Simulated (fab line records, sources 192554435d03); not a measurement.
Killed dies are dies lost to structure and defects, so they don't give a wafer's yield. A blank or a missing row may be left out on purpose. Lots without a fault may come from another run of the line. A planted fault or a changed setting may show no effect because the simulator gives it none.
Chamber matching | flow n5_finfet | N5_SD_EPI_P_DESCUM_14 on rie_diel-02: 4 sister chambers
The step chemistry O2, time 7.9 s. 4 wafers are shown with their chamber, then 8 later ones without.

WAFERS WITH THEIR CHAMBER
wafer  | chamber | showerhead_plenum_p_Torr (Torr)
L081.2 | 0       | 2.13
L081.4 | 3       | 2.04
L085.4 | 1       | 2.18
L087.3 | 2       | 2.04

WAFERS WITHOUT THEIR CHAMBER
wafer  | showerhead_plenum_p_Torr (Torr)
L087.4 | 2.04
L087.5 | 2.04
L089.1 | 2.04
L089.2 | 2.04
L089.4 | 2.13
L096.1 | 2.03
L096.3 | 2.12
L096.4 | 2.12

WHICH CHAMBER EACH WENT THROUGH
wafer  | from the rows above     | in truth
L087.4 | can't be placed: 2 or 3 | 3
L087.5 | can't be placed: 2 or 3 | 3
L089.1 | can't be placed: 2 or 3 | 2
L089.2 | can't be placed: 2 or 3 | 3
L089.4 | 0                       | 0
L096.1 | can't be placed: 2 or 3 | 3
L096.3 | 0                       | 0
L096.4 | 0                       | 0
Placed correctly: 3 of 8. Can't be placed from these rows: 5 (the true chamber is among the candidates in 5). Placed wrongly: 0.
How it was worked out, from the rows above alone: a wafer's distance from a chamber is the root of the sum, over the readings, of the square of ((its reading less the chamber's mean) divided by the reading's scatter). The wafer belongs to the nearest chamber; if the next one is less than 2 further off, it can't be placed. A chamber's mean is the mean of its shown wafers. The scatter: with one shown wafer a chamber, the root of the mean of the squares of how far each hidden wafer lies from its nearest shown one.
